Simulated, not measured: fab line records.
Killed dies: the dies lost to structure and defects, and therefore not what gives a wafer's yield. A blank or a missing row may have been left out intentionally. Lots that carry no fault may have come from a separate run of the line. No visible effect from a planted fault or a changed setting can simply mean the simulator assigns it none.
fab line records    flow nand-harc
record: lots: 11  wafers: 33  last-day: 34
route steps=1302 shown P_ZERO_WELL@17 P_STI@92 END@1302
lots that met no fault: from a run of the same line without faults
start-h: hours from the record's first day to the start of the lot's first wafer shown    wait-h: hours from the lot's prior step to this one    " repeats the value in the row above    L1.1+2: a single row standing in for several wafers    - no value present, or no start provided    * or withheld: withheld    < > ~ a bound
route shown NAME@n: NAME is a module with steps in the file, n the number in the route of the first one    usual: average and standard deviation across the fault-free wafers    same: alike in all rows    chamber/n: place in a boat    sites: the reading at each site    _std_site: standard deviation of those values    _edge_site: mean of outer sites minus mean of inner sites    radius-mm: how far each site lies from the wafer's centre    mask NAME#n: copy n    behind: the most recent tool/chamber to have shaped the wafer    hold: what put the lot on hold/how long, in hours/how the hold closed    device: which transistor (n, p or np) failed to switch    end of line: at the end of the route, the tests of the same wafers    for a step that has no rows: nothing shown but its recipe    killed: dies that structure and defects cost at the first sort, which is not the same as the wafer's yield    map: the dies of a wafer, with x for killed, . for not killed, _ for no die there
set.NAME: the setting as run; set.NAME@STEP: as run at that earlier step    model.NAME: the simulator's own value behind a step, which no gauge read
steps of the route over a sample of lots; a table a step, a row a wafer
services: from which hour (start-h, from the record's first day; less than 0 if before it) a tool's chamber was out of use, for how many hours, and why
== steps ==
step: NHARC_P_ZERO_WELL_ETCH_65
recipe: target-depth-a: 800  overetch-a: 240  time-s: 87.88  ion-energy-ev: 200  n2-flow-sccm: 150  h2-flow-sccm: 150  ar-flow-sccm: 0  rf-w: 400  bias-w: 150  chemistry: N2/H2
usual: drypump-motor-current-A: 5.91/0.28  oes-product-au: 1.000/0.011  rf-vpp-V: 429.0/2.1  showerhead-plenum-p-Torr: 1.98/0.069  throttle-valve-pct: 14.171/0.0089
lot.wafer  tool         chamber  start-h  wait-h  drypump-motor-current-A  oes-product-au  rf-hours-counter-h  rf-vpp-V  showerhead-plenum-p-Torr  throttle-valve-pct
L829.4     rie-diel-06  3        21.35    0.1     5.77                     0.992           17                  426.0     1.91                      14.177
L829.5     "            3        "        "       5.77                     0.999           -                   427.5     1.91                      14.179
L829.6     "            0        "        "       5.20                     1.002           -                   433.1     2.08                      14.161
L830.3     rie-diel-02  2        31.50    0.1     6.13                     1.000           46                  430.9     2.10                      14.174
L830.4     "            3        "        "       6.09                     0.990           51                  427.4     1.95                      14.180
L830.2     "            0        "        "       5.94                     0.998           49                  428.6     1.95                      14.169
L833.1     rie-diel-02  1        61.70    0.2     5.79                     0.996           5                   430.4     1.98                      14.183
L833.4     "            2        "        "       6.10                     1.002           7                   432.7     2.09                      14.174
L833.6     "            2        "        "       6.10                     1.004           -                   430.7     2.09                      14.201
L836.4     rie-diel-02  3        91.50    0.1     6.06                     0.980           16                  428.5     1.94                      14.158
L836.3     "            1        "        "       5.80                     0.991           11                  428.2     1.98                      14.169
L836.6     "            2        "        "       6.08                     0.995           -                   431.9     2.09                      14.159
L837.2     rie-diel-04  2        101.48   0.1     6.14                     0.996           24                  428.6     1.97                      14.160
L837.4     "            1        "        "       5.93                     1.015           29                  429.0     1.98                      14.177
L837.5     "            2        "        "       6.12                     0.990           -                   427.5     1.97                      14.166
L838.2     rie-diel-06  1        111.49   0.1     6.03                     1.000           55                  432.0     2.13                      14.163
L838.5     "            3        "        "       5.77                     0.982           -                   426.9     1.89                      14.186
L838.6     "            0        "        "       5.17                     0.997           -                   431.4     2.07                      14.177
L839.2     rie-diel-04  0        121.49   0.1     5.64                     1.003           35                  428.7     1.94                      14.166
L839.1     "            2        "        "       6.16                     0.996           30                  428.8     1.97                      14.158
L839.5     "            0        "        "       5.66                     1.001           -                   428.0     1.94                      14.176
L841.1     rie-diel-02  3        141.48   0.1     6.09                     0.987           30                  426.5     1.94                      14.158
L841.4     "            0        "        "       5.93                     0.999           28                  427.4     1.94                      14.166
L841.6     "            3        "        "       6.07                     0.997           -                   427.5     1.94                      14.162
L842.2     rie-diel-06  3        151.54   0.1     5.76                     0.996           2                   425.5     1.89                      14.166
L842.6     "            1        "        "       6.03                     1.020           -                   431.7     2.13                      14.165
L842.5     "            2        "        "       6.22                     0.988           -                   428.5     1.99                      14.180
L846.3     rie-diel-04  2        191.37   0.1     6.13                     1.008           1                   429.2     1.96                      14.172
L846.4     "            3        "        "       6.12                     1.003           1                   427.2     1.92                      14.195
L846.5     "            0        "        "       5.64                     0.994           -                   426.8     1.94                      14.168
L851.4     rie-diel-04  1        241.36   0.1     5.95                     1.027           20                  427.1     1.97                      14.181
L851.3     "            3        "        "       6.09                     1.009           21                  426.4     1.91                      14.173
L851.6     "            1        "        "       5.98                     1.025           -                   429.3     1.97                      14.183
step: NHARC_P_ZERO_WELL_EXPOSE_34
recipe: na: 0.6  target-cd-nm: 720  dose-mj: 22.31  mask-id: P_PWELL
usual: exposure-dose-mJ-cm2: 22.313/0.025  reticle-temp-C: 23.00/0.11
lot.wafer  tool            chamber  start-h  wait-h  mask       exposure-dose-mJ-cm2  reticle-temp-C
L829.4     krf-scanner-04  0        23.94    -       P_PWELL#0  22.312                22.90
L829.5     "               0        "        "       P_PWELL#0  22.330                22.97
L829.6     "               0        "        "       P_PWELL#0  22.361                23.00
L830.2     krf-scanner-03  0        34.12    -       P_PWELL#0  22.311                23.06
L830.3     "               0        "        "       P_PWELL#0  22.305                23.36
L830.4     "               0        "        "       P_PWELL#0  22.320                23.12
L833.1     krf-scanner-04  0        64.04    -       P_PWELL#0  22.309                22.93
L833.4     "               0        "        "       P_PWELL#0  22.345                23.05
L833.6     "               0        "        "       P_PWELL#0  22.334                23.10
L836.3     krf-scanner-04  0        94.09    -       P_PWELL#0  22.303                23.01
L836.4     "               0        "        "       P_PWELL#0  22.254                23.11
L836.6     "               0        "        "       P_PWELL#0  22.300                23.09
L837.2     krf-scanner-03  0        104.07   -       P_PWELL#0  22.322                23.10
L837.4     "               0        "        "       P_PWELL#0  22.314                23.08
L837.5     "               0        "        "       P_PWELL#0  22.329                23.04
L838.2     krf-scanner-03  0        113.93   -       P_PWELL#0  22.289                22.94
L838.5     "               0        "        "       P_PWELL#0  22.285                22.83
L838.6     "               0        "        "       P_PWELL#0  22.309                22.94
L839.1     krf-scanner-02  0        124.08   -       P_PWELL#0  22.259                23.02
L839.2     "               0        "        "       P_PWELL#0  22.288                23.16
L839.5     "               0        "        "       P_PWELL#0  22.272                23.20
L841.1     krf-scanner-03  0        144.05   -       P_PWELL#0  22.312                23.23
L841.4     "               0        "        "       P_PWELL#0  22.331                23.10
L841.6     "               0        "        "       P_PWELL#0  22.297                23.08
L842.2     krf-scanner-02  0        154.03   -       P_PWELL#0  22.354                23.01
L842.5     "               0        "        "       P_PWELL#0  22.328                22.97
L842.6     "               0        "        "       P_PWELL#0  22.361                23.00
L846.3     krf-scanner-03  0        193.84   -       P_HVPW#0   22.310                22.79
L846.4     "               0        "        "       P_HVPW#0   22.296                22.92
L846.5     "               0        "        "       P_HVPW#0   22.321                22.97
L851.3     krf-scanner-02  0        243.71   -       P_PWELL#0  22.293                23.11
L851.4     "               0        "        "       P_PWELL#0  22.295                23.13
L851.6     "               0        "        "       P_PWELL#0  22.316                23.12
step: NHARC_P_ZERO_WELL_CD_MEAS_37
recipe: target-cd-nm: 720  landing-energy-ev: 500
usual: cd-nm: 720.8/1.7
same: landing-energy-ev: 500
lot.wafer  tool       chamber  start-h  wait-h  cd-nm
L829.4     cd-sem-02  0        24.09    -       720.1
L829.5     "          0        "        "       719.2
L829.6     "          0        "        "       720.6
L830.2     cd-sem-02  0        34.28    -       721.0
L830.3     "          0        "        "       722.0
L830.4     "          0        "        "       723.3
L833.1     cd-sem-03  0        64.20    -       720.8
L833.4     "          0        "        "       718.3
L833.6     "          0        "        "       718.7
L836.3     cd-sem-01  0        94.24    -       720.9
L836.4     "          0        "        "       722.2
L836.6     "          0        "        "       724.3
L837.2     cd-sem-02  0        104.22   -       720.4
L837.4     "          0        "        "       719.1
L837.5     "          0        "        "       721.8
L838.2     cd-sem-02  0        114.09   -       718.8
L838.5     "          0        "        "       717.1
L838.6     "          0        "        "       719.2
L839.1     cd-sem-01  0        124.24   -       719.0
L839.2     "          0        "        "       720.0
L839.5     "          0        "        "       720.1
L841.1     cd-sem-03  0        144.21   -       723.0
L841.4     "          0        "        "       721.4
L841.6     "          0        "        "       719.2
L842.2     cd-sem-03  0        154.19   -       721.9
L842.5     "          0        "        "       722.3
L842.6     "          0        "        "       719.7
L846.3     cd-sem-01  0        193.99   -       -
L846.4     "          0        "        "       -
L846.5     "          0        "        "       -
L851.3     cd-sem-03  0        243.86   -       720.1
L851.4     "          0        "        "       717.6
L851.6     "          0        "        "       720.3
step: NHARC_P_ZERO_WELL_DESCUM_39
recipe: time-s: 3  o2-flow-sccm: 200  ar-flow-sccm: 0  bias-power-w: 0  chemistry: O2
usual: drypump-motor-current-A: 5.92/0.28  oes-product-au: 0.999/0.011  rf-vpp-V: 57.6/0.85  showerhead-plenum-p-Torr: 1.86/0.061  throttle-valve-pct: 11.312/0.0083
lot.wafer  tool         chamber  start-h  wait-h  drypump-motor-current-A  oes-product-au  rf-hours-counter-h  rf-vpp-V  showerhead-plenum-p-Torr  throttle-valve-pct
L829.4     rie-diel-04  1        24.55    -       5.99                     1.027           2                   59.8      1.87                      11.323
L829.5     "            3        "        "       6.09                     1.004           -                   57.5      1.82                      11.302
L829.6     "            0        "        "       5.65                     0.990           -                   58.4      1.84                      11.313
L830.4     rie-diel-06  2        34.43    -       6.21                     0.989           27                  57.8      1.88                      11.307
L830.3     "            3        "        "       5.77                     0.992           25                  58.2      1.79                      11.319
L830.2     "            1        "        "       6.03                     0.998           26                  57.3      2.01                      11.309
L833.4     rie-diel-02  1        64.38    -       5.81                     0.999           5                   58.5      1.86                      11.308
L833.1     "            2        "        "       6.12                     1.008           7                   57.2      1.96                      11.310
L833.6     "            0        "        "       5.90                     1.013           -                   56.8      1.83                      11.314
L836.4     rie-diel-02  1        94.39    -       5.81                     0.999           11                  58.6      1.86                      11.307
L836.3     "            3        "        "       6.11                     0.987           16                  57.2      1.83                      11.318
L836.6     "            2        "        "       6.09                     1.004           -                   58.0      1.96                      11.315
L837.2     rie-diel-02  0        104.41   -       5.91                     1.010           14                  56.8      1.83                      11.313
L837.4     "            1        "        "       5.79                     0.990           13                  58.6      1.86                      11.317
L837.5     "            0        "        "       5.96                     1.012           -                   56.7      1.83                      11.311
L838.2     rie-diel-04  1        114.24   -       5.97                     1.001           33                  57.8      1.86                      11.306
L838.6     "            1        "        "       5.94                     1.009           -                   56.9      1.86                      11.309
L838.5     "            2        "        "       6.14                     0.997           -                   57.4      1.85                      11.299
L839.2     rie-diel-04  2        124.40   -       6.13                     0.996           30                  57.1      1.85                      11.331
L839.1     "            0        "        "       5.64                     1.001           36                  57.5      1.83                      11.316
L839.5     "            3        "        "       6.12                     1.004           -                   58.6      1.81                      11.323
L841.1     rie-diel-02  1        144.40   -       5.81                     1.000           26                  57.8      1.86                      11.316
L841.4     "            2        "        "       6.10                     1.005           29                  58.4      1.95                      11.293
L841.6     "            0        "        "       5.91                     0.999           -                   58.7      1.82                      11.316
L842.2     rie-diel-02  1        154.37   -       5.80                     0.993           29                  57.4      1.85                      11.317
L842.5     "            3        "        "       6.08                     0.987           -                   58.1      1.82                      11.327
L842.6     "            0        "        "       5.91                     0.997           -                   56.8      1.82                      11.307
L846.3     rie-diel-06  1        194.16   -       6.04                     1.015           20                  58.3      1.99                      11.309
L846.4     "            3        "        "       5.75                     0.991           16                  57.8      1.77                      11.313
L846.5     "            1        "        "       6.04                     1.008           -                   59.1      1.99                      11.317
L851.3     rie-diel-06  1        244.01   -       6.05                     1.005           36                  57.8      1.98                      11.307
L851.4     "            2        "        "       6.23                     0.992           31                  57.9      1.86                      11.306
L851.6     "            2        "        "       6.23                     0.992           -                   56.7      1.86                      11.311
step: NHARC_P_STI_OCD_MEAS_17
usual: trench-depth-nm: 303/3.5  trench-foot-cd-nm: 158.0/1.9
lot.wafer  tool    chamber  start-h  wait-h  trench-depth-nm  trench-foot-cd-nm
L830.2     ocd-02  -        59.25    0.1     303              160.2
L830.3     "       -        "        "       300              155.8
L830.4     "       -        "        "       301              160.4
L833.1     ocd-01  -        81.24    0.1     301              159.1
L833.4     "       -        "        "       304              160.2
L833.6     "       -        "        "       303              159.7
L829.4     ocd-02  -        81.40    0.1     308              156.4
L829.5     "       -        "        "       303              161.0
L829.6     "       -        "        "       307              158.2
L836.3     ocd-01  -        112.85   0.1     301              157.5
L836.4     "       -        "        "       302              157.1
L836.6     "       -        "        "       299              158.2
L837.2     ocd-02  -        124.56   0.1     301              157.2
L837.4     "       -        "        "       307              155.7
L837.5     "       -        "        "       304              155.3
L838.2     ocd-01  -        135.66   0.1     300              159.1
L838.5     "       -        "        "       307              156.7
L838.6     "       -        "        "       300              152.5
L839.1     ocd-01  -        150.22   0.1     299              161.9
L839.2     "       -        "        "       304              160.1
L839.5     "       -        "        "       305              160.0
L841.1     ocd-02  -        163.92   0.1     309              157.8
L841.4     "       -        "        "       301              160.0
L841.6     "       -        "        "       300              160.0
L842.2     ocd-02  -        174.79   0.1     300              158.3
L842.5     "       -        "        "       302              157.7
L842.6     "       -        "        "       301              159.4
L851.3     ocd-02  -        263.51   0.1     298              157.7
L851.4     "       -        "        "       302              156.4
L851.6     "       -        "        "       302              157.0
step: NHARC_END_SORT_01
recipe: temp-c: 25
usual: killed-at-array: 58/20  killed-at-other: 0.8/1  killed-at-periphery: 4.6/2.8  killed-dies: 63/19  killed-open: 3.4/2  killed-short: 2.4/1.8
same: gross-dies: 677
lot.wafer  tool       chamber  start-h  wait-h  hold                    killed-at-array  killed-at-other  killed-at-periphery  killed-dies  killed-open  killed-short
L830.2     prober-02  0        581.05   2.8     -                       74               1                4                    79           2            3
L830.3     prober-02  0        581.85   3.1     -                       68               0                8                    76           5            2
L830.4     prober-02  0        582.65   3.4     -                       76               0                3                    79           1            1
L829.4     prober-01  0        582.67   3.4     -                       54               1                6                    61           4            0
L829.5     prober-01  0        583.48   3.7     -                       63               0                4                    67           1            7
L829.6     prober-01  0        584.28   4.0     -                       42               0                7                    49           3            2
L833.1     prober-01  0        597.67   2.5     -                       28               4                11                   43           2            4
L833.4     prober-01  0        600.06   3.4     -                       28               3                7                    38           1            2
L833.6     prober-01  0        601.65   4.0     -                       21               2                8                    31           3            2
L836.3     prober-02  0        644.41   3.1     -                       47               0                1                    48           4            1
L836.4     prober-02  0        645.22   3.4     -                       48               1                6                    55           4            3
L836.6     prober-02  0        646.84   4.0     -                       64               1                1                    66           2            2
L837.2     prober-01  0        649.91   2.8     -                       64               0                6                    70           2            3
L837.4     prober-01  0        651.52   3.4     -                       48               2                20                   70           8            1
L837.5     prober-01  0        652.33   3.7     -                       60               0                8                    68           3            4
L838.2     prober-02  0        656.43   2.8     -                       47               2                6                    55           6            1
L838.5     prober-02  0        658.83   3.7     -                       59               1                3                    63           2            0
L838.6     prober-02  0        659.64   4.0     -                       47               1                5                    53           1            2
L841.1     prober-01  0        678.96   2.5     -                       42               0                3                    45           3            2
L841.4     prober-01  0        681.35   3.4     -                       37               1                1                    39           8            2
L841.6     prober-01  0        682.94   4.0     -                       29               1                6                    36           3            2
L839.1     prober-01  0        686.72   2.5     -                       39               0                4                    43           6            1
L839.2     prober-01  0        687.50   2.8     -                       42               0                5                    47           4            4
L839.5     prober-01  0        689.84   3.6     -                       42               2                7                    51           4            3
L842.2     prober-02  0        702.10   2.8     -                       89               0                4                    93           5            1
L842.5     prober-02  0        704.52   3.7     -                       75               2                6                    83           9            0
L842.6     prober-02  0        705.33   4.0     -                       97               0                0                    97           3            1
L846.3     prober-01  0        763.07   3.1     await-dispo/1.3h/scrap  33               0                644                  677          3            4
L846.4     prober-01  0        763.87   3.4     await-dispo/1.3h/scrap  47               0                630                  677          4            1
L846.5     prober-01  0        764.67   3.7     await-dispo/1.3h/scrap  65               0                612                  677          4            2
L851.3     prober-02  0        803.22   3.1     -                       71               0                4                    75           0            0
L851.4     prober-02  0        804.01   3.4     -                       71               2                6                    79           4            6
L851.6     prober-02  0        805.61   4.0     -                       72               0                7                    79           2            2
killed by level:class
L830.2 A_CHANNEL_HOLE_D1:chamber-film-flake=39 A_CHANNEL_HOLE_D2:chamber-film-flake=21 P_GATE:chamber-film-flake=2 A_SLIT:chamber-film-flake=2 A_CHANNEL_FILL_D2:chamber-film-flake=2 A_STAIRCASE:chamber-film-flake=2 A_CONTACT:chamber-film-flake=2 P_STI:geometric-particle:short=1
L830.3 A_CHANNEL_HOLE_D2:chamber-film-flake=24 A_CHANNEL_HOLE_D1:chamber-film-flake=23 A_STAIRCASE:chamber-film-flake=6 P_GATE:chamber-film-flake=4 A_CHANNEL_FILL_D2:chamber-film-flake=3 P_ZERO_WELL:chamber-film-flake=2 A_SLIT:chamber-film-flake=2 A_CONTACT:chamber-film-flake=2
L830.4 A_CHANNEL_HOLE_D1:chamber-film-flake=32 A_CHANNEL_HOLE_D2:chamber-film-flake=24 A_CONTACT:chamber-film-flake=6 A_STAIRCASE:chamber-film-flake=3 P_ZERO_WELL:chamber-film-flake=2 A_ZERO_WELL:chamber-film-flake=2 A_DECK1_JOINT:chamber-film-flake=2 A_CHANNEL_FILL_D2:chamber-film-flake=2
L829.4 A_CHANNEL_HOLE_D1:chamber-film-flake=35 A_CHANNEL_HOLE_D2:chamber-film-flake=10 P_STI:chamber-film-flake=2 P_GATE:chamber-film-flake=2 P_M1:geometric-particle:open=1 A_DECK1_JOINT:geometric-particle:open=1 A_CHANNEL_FILL_D2:geometric-particle:open=1 A_BLC:geometric-particle:open=1
L829.5 A_CHANNEL_HOLE_D1:chamber-film-flake=35 A_CHANNEL_HOLE_D2:chamber-film-flake=11 A_ONON_D1:geometric-particle:short=3 A_ONON_D2:geometric-particle:short=3 A_SLIT:chamber-film-flake=3 A_WL_FILL:chamber-film-flake=3 P_STI:chamber-film-flake=2 A_STAIRCASE:chamber-film-flake=2
L829.6 A_CHANNEL_HOLE_D1:chamber-film-flake=21 A_CHANNEL_HOLE_D2:chamber-film-flake=8 P_STI:chamber-film-flake=3 A_STAIRCASE:chamber-film-flake=3 A_WL_FILL:chamber-film-flake=2 P_M1:geometric-particle:open=2 A_SLIT:chamber-film-flake=2 A_SOURCE_PLATE:geometric-particle:open=1
L833.1 A_CHANNEL_HOLE_D1:chamber-film-flake=10 P_BONDPAD:chamber-film-flake=8 A_CHANNEL_HOLE_D2:chamber-film-flake=5 A_CONTACT:chamber-film-flake=4 THIN_TSV:chamber-film-flake=4 A_SGD_CUT:geometric-particle:short=2 P_GATE:chamber-film-flake=2 A_DECK1_JOINT:chamber-film-flake=2
L833.4 A_CHANNEL_HOLE_D1:chamber-film-flake=12 A_CHANNEL_HOLE_D2:chamber-film-flake=8 P_BONDPAD:chamber-film-flake=4 THIN_TSV:chamber-film-flake=3 A_CHANNEL_FILL_D2:chamber-film-flake=2 P_CONTACT:geometric-particle:open=1 A_DECK1_JOINT:geometric-particle:short=1 A_SGD_CUT:geometric-particle:short=1
L833.6 A_CHANNEL_HOLE_D1:chamber-film-flake=7 A_CHANNEL_HOLE_D2:chamber-film-flake=6 P_GATE:chamber-film-flake=4 P_BONDPAD:chamber-film-flake=2 A_SLIT:chamber-film-flake=2 A_CONTACT:chamber-film-flake=2 THIN_TSV:chamber-film-flake=2 P_CONTACT:geometric-particle:open=1
L836.3 A_SLIT:chamber-film-flake=21 A_CHANNEL_HOLE_D2:chamber-film-flake=10 A_CHANNEL_FILL_D1:chamber-film-flake=3 A_CHANNEL_HOLE_D1:chamber-film-flake=2 A_CHANNEL_HOLE_D1:geometric-particle:open=1 A_CHANNEL_FILL_D2:geometric-particle:open=1 A_WL_FILL:geometric-particle:open=1 A_WL_FILL:geometric-particle:short=1
L836.4 A_SLIT:chamber-film-flake=25 A_CHANNEL_HOLE_D2:chamber-film-flake=11 A_CHANNEL_FILL_D1:chamber-film-flake=4 P_M0:geometric-particle:open=3 P_ZERO_WELL:chamber-film-flake=2 P_M0:geometric-particle:short=1 A_CHANNEL_HOLE_D1:geometric-particle:short=1 A_CHANNEL_FILL_D1:geometric-particle:short=1
L836.6 A_SLIT:chamber-film-flake=36 A_CHANNEL_HOLE_D2:chamber-film-flake=8 A_CHANNEL_HOLE_D1:chamber-film-flake=7 A_ZERO_WELL:chamber-film-flake=3 A_M1:chamber-film-flake=3 A_CHANNEL_FILL_D1:chamber-film-flake=2 A_WL_FILL:chamber-film-flake=2 P_GATE:geometric-particle:open=1
L837.2 A_CHANNEL_HOLE_D1:chamber-film-flake=32 A_CHANNEL_HOLE_D2:chamber-film-flake=17 P_CONTACT:chamber-film-flake=4 A_DECK1_JOINT:chamber-film-flake=3 A_ZERO_WELL:chamber-film-flake=2 A_WL_FILL:chamber-film-flake=2 A_CONTACT:chamber-film-flake=2 A_M1:chamber-film-flake=2
L837.4 A_CHANNEL_HOLE_D1:chamber-film-flake=18 P_CONTACT:chamber-film-flake=13 A_CHANNEL_HOLE_D2:chamber-film-flake=9 A_CONTACT:chamber-film-flake=6 P_M2:chamber-film-flake=3 A_M1:chamber-film-flake=3 A_STAIRCASE:chamber-film-flake=2 THIN_TSV:chamber-film-flake=2
L837.5 A_CHANNEL_HOLE_D1:chamber-film-flake=34 A_CHANNEL_HOLE_D2:chamber-film-flake=9 A_CONTACT:chamber-film-flake=4 P_ZERO_WELL:chamber-film-flake=3 P_CONTACT:chamber-film-flake=3 A_STAIRCASE:chamber-film-flake=3 A_ZERO_WELL:chamber-film-flake=2 A_DECK1_JOINT:geometric-particle:open=1
L838.2 A_SLIT:chamber-film-flake=24 A_CHANNEL_HOLE_D2:chamber-film-flake=14 P_CONTACT:chamber-film-flake=4 P_CONTACT:geometric-particle:open=1 A_DECK1_JOINT:geometric-particle:open=1 A_ONON_D2:geometric-particle:open=1 A_CHANNEL_FILL_D2:geometric-particle:open=1 A_CONTACT:geometric-particle:open=1
L838.5 A_SLIT:chamber-film-flake=41 A_CHANNEL_HOLE_D2:chamber-film-flake=12 A_CHANNEL_HOLE_D1:chamber-film-flake=2 A_DECK1_JOINT:chamber-film-flake=2 P_M0:geometric-particle:open=1 A_M0:geometric-particle:open=1 P_ZERO_WELL:chamber-film-flake=1 P_CONTACT:chamber-film-flake=1
L838.6 A_SLIT:chamber-film-flake=27 A_CHANNEL_HOLE_D2:chamber-film-flake=16 P_CONTACT:chamber-film-flake=3 P_M0:geometric-particle:short=1 P_M1:geometric-particle:open=1 A_BLC:geometric-particle:short=1 A_DECK1_JOINT:chamber-film-flake=1 A_CHANNEL_FILL_D2:chamber-film-flake=1
L841.1 A_CHANNEL_HOLE_D2:chamber-film-flake=23 A_CHANNEL_HOLE_D1:chamber-film-flake=6 A_CONTACT:chamber-film-flake=3 P_BONDPAD:chamber-film-flake=2 A_STAIRCASE:chamber-film-flake=2 A_ONON_D1:geometric-particle:short=1 A_CHANNEL_FILL_D1:geometric-particle:open=1 A_ONON_D2:geometric-particle:short=1
L841.4 A_CHANNEL_HOLE_D2:chamber-film-flake=15 A_CHANNEL_HOLE_D1:chamber-film-flake=6 A_CHANNEL_FILL_D1:geometric-particle:open=2 A_ZERO_WELL:chamber-film-flake=2 A_STAIRCASE:chamber-film-flake=2 A_ONON_D2:geometric-particle:open=1 A_CHANNEL_FILL_D2:geometric-particle:open=1 A_CHANNEL_FILL_D2:geometric-particle:short=1
L841.6 A_CHANNEL_HOLE_D2:chamber-film-flake=14 A_CHANNEL_HOLE_D1:chamber-film-flake=5 A_STAIRCASE:chamber-film-flake=4 A_CONTACT:chamber-film-flake=2 P_CONTACT:geometric-particle:open=1 P_M0:geometric-particle:open=1 A_ONON_D1:geometric-particle:short=1 A_CHANNEL_FILL_D2:geometric-particle:short=1
L839.1 A_CHANNEL_HOLE_D1:chamber-film-flake=23 A_STAIRCASE:chamber-film-flake=4 A_SLIT:chamber-film-flake=3 A_SOURCE_PLATE:geometric-particle:open=2 P_M2:chamber-film-flake=2 P_M0:geometric-particle:open=1 A_SGD_CUT:geometric-particle:open=1 A_SLIT:geometric-particle:short=1
L839.2 A_CHANNEL_HOLE_D1:chamber-film-flake=29 A_CHANNEL_HOLE_D2:chamber-film-flake=3 A_STAIRCASE:chamber-film-flake=2 P_GATE:geometric-particle:short=1 P_CONTACT:geometric-particle:open=1 A_ONON_D2:geometric-particle:short=1 A_CHANNEL_HOLE_D2:geometric-particle:short=1 A_CHANNEL_FILL_D2:geometric-particle:open=1
L839.5 A_CHANNEL_HOLE_D1:chamber-film-flake=33 A_CONTACT:chamber-film-flake=3 P_M2:chamber-film-flake=3 A_SLIT:chamber-film-flake=3 P_M0:geometric-particle:open=2 P_BONDPAD:geometric-particle:short=1 A_DECK1_JOINT:geometric-particle:short=1 A_M0:geometric-particle:open=1
L842.2 A_CHANNEL_HOLE_D1:chamber-film-flake=31 A_CHANNEL_HOLE_D2:chamber-film-flake=30 A_SLIT:chamber-film-flake=24 P_CONTACT:geometric-particle:open=2 P_STI:chamber-film-flake=2 A_CHANNEL_FILL_D1:geometric-particle:short=1 A_ONON_D2:geometric-particle:open=1 A_CHANNEL_FILL_D2:geometric-particle:open=1
L842.5 A_CHANNEL_HOLE_D2:chamber-film-flake=30 A_CHANNEL_HOLE_D1:chamber-film-flake=24 A_SLIT:chamber-film-flake=12 P_M0:chamber-film-flake=2 P_CONTACT:geometric-particle:open=1 P_M0:geometric-particle:open=1 P_BONDPAD:geometric-particle:open=1 A_ONON_D1:geometric-particle:open=1
L842.6 A_SLIT:chamber-film-flake=34 A_CHANNEL_HOLE_D1:chamber-film-flake=32 A_CHANNEL_HOLE_D2:chamber-film-flake=20 A_STAIRCASE:chamber-film-flake=3 A_CONTACT:chamber-film-flake=3 A_DECK1_JOINT:geometric-particle:open=1 A_ONON_D2:geometric-particle:short=1 A_ONON_D2:geometric-particle:open=1
L846.3 P_ZERO_WELL:area-expose=638 A_SLIT:chamber-film-flake=22 A_CHANNEL_HOLE_D1:chamber-film-flake=4 P_M0:geometric-particle:short=2 A_WL_FILL:chamber-film-flake=2 A_CONTACT:chamber-film-flake=2 P_M0:geometric-particle:open=1 P_M1:geometric-particle:open=1
L846.4 P_ZERO_WELL:area-expose=628 A_SLIT:chamber-film-flake=25 A_CHANNEL_HOLE_D1:chamber-film-flake=8 A_STAIRCASE:chamber-film-flake=3 A_CONTACT:chamber-film-flake=3 A_WL_FILL:geometric-particle:open=2 A_WL_FILL:chamber-film-flake=2 A_ONON_D1:geometric-particle:open=1
L846.5 P_ZERO_WELL:area-expose=609 A_SLIT:chamber-film-flake=39 A_CHANNEL_HOLE_D1:chamber-film-flake=13 A_STAIRCASE:chamber-film-flake=5 A_WL_FILL:chamber-film-flake=2 P_M1:geometric-particle:open=1 A_DECK1_JOINT:geometric-particle:short=1 A_ONON_D2:geometric-particle:short=1
L851.3 A_SLIT:chamber-film-flake=35 A_CHANNEL_HOLE_D2:chamber-film-flake=17 A_CHANNEL_HOLE_D1:chamber-film-flake=8 A_DECK1_JOINT:chamber-film-flake=4 A_WL_FILL:chamber-film-flake=3 P_GATE:chamber-film-flake=2 P_BONDPAD:chamber-film-flake=2 A_STAIRCASE:chamber-film-flake=2
L851.4 A_CHANNEL_HOLE_D2:chamber-film-flake=24 A_SLIT:chamber-film-flake=22 A_CHANNEL_HOLE_D1:chamber-film-flake=9 P_BONDPAD:chamber-film-flake=5 A_WL_FILL:chamber-film-flake=4 A_SOURCE_PLATE:geometric-particle:short=2 A_DECK1_JOINT:geometric-particle:short=2 A_WL_FILL:geometric-particle:short=2
L851.6 A_CHANNEL_HOLE_D2:chamber-film-flake=26 A_SLIT:chamber-film-flake=21 A_CHANNEL_HOLE_D1:chamber-film-flake=15 P_BONDPAD:chamber-film-flake=5 A_DECK1_JOINT:chamber-film-flake=3 A_CONTACT:geometric-particle:open=2 A_STAIRCASE:chamber-film-flake=2 A_WL_FILL:chamber-film-flake=2
== services ==
tool            chamber  start-h  hours  kind
rie-diel-04     -        1.18     9.0    pm
krf-scanner-02  -        9.68     6.6    repair
krf-scanner-04  -        10.00    4.0    pm
rie-diel-02     0        20.05    2.0    repair
krf-scanner-04  -        28.73    1.2    repair
rie-diel-02     -        39.77    9.0    pm
rie-diel-04     0        39.99    8.8    repair
krf-scanner-03  -        52.01    4.0    pm
rie-diel-06     2        93.36    5.8    repair
krf-scanner-02  -        94.00    4.0    pm
rie-diel-06     0        94.16    11.3   repair
krf-scanner-02  -        118.32   0.4    repair
krf-scanner-02  -        124.71   0.4    repair
rie-diel-06     -        130.20   9.0    pm
krf-scanner-04  -        138.09   8.3    repair
rie-diel-06     -        142.33   2.5    repair
rie-diel-02     2        150.21   1.2    repair
rie-diel-04     -        178.18   9.0    pm
rie-diel-04     -        187.92   0.2    repair
rie-diel-02     3        198.51   4.3    repair
rie-diel-04     3        199.22   8.6    repair
rie-diel-02     -        216.77   9.0    pm
krf-scanner-03  -        224.01   4.0    pm
rie-diel-04     0        230.38   5.9    repair
== key ==
first-sign: step: NHARC_P_ZERO_WELL_EXPOSE_34  reading: mask  direction: changed
effect: step: NHARC_P_ZERO_WELL_CD_MEAS_37  reading: cd-nm  direction: missing
effect: step: NHARC_END_SORT_01  reading: killed-at-periphery  direction: up  sigmas: 99+  usual: 4.6  struck: 628.7
more-kills-born-at: NHARC_P_ZERO_WELL_EXPOSE_34@krf-scanner-03: 1875
met-at NHARC_P_ZERO_WELL_EXPOSE_34
struck-lots L846
later-rows-left-out L846.3,L846.4,L846.5
tester-left-out L846
not-acting-at NHARC_P_ZERO_WELL_ETCH_65,NHARC_P_ZERO_WELL_DESCUM_39,NHARC_P_STI_OCD_MEAS_17
onset-between 144.05 193.84
fault: kind: wrong-mask  tool: any  chamber: -  onset-h: 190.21  steps: NHARC_P_ZERO_WELL_EXPOSE_34  aux-copy: P_HVPW#0  scope: struck-lots-only
tester-left-out: of these lots the tester's yield and bins aren't shown, on N5 and GAA mostly nor the transistor test; their killed dies are dies lost to structure and defects alone, not to doping, threshold or leakage, so they don't give the yield
later-rows-left-out: the simulator's readings of these wafers behind a module that went badly wrong aren't trusted and aren't shown, but for the sort
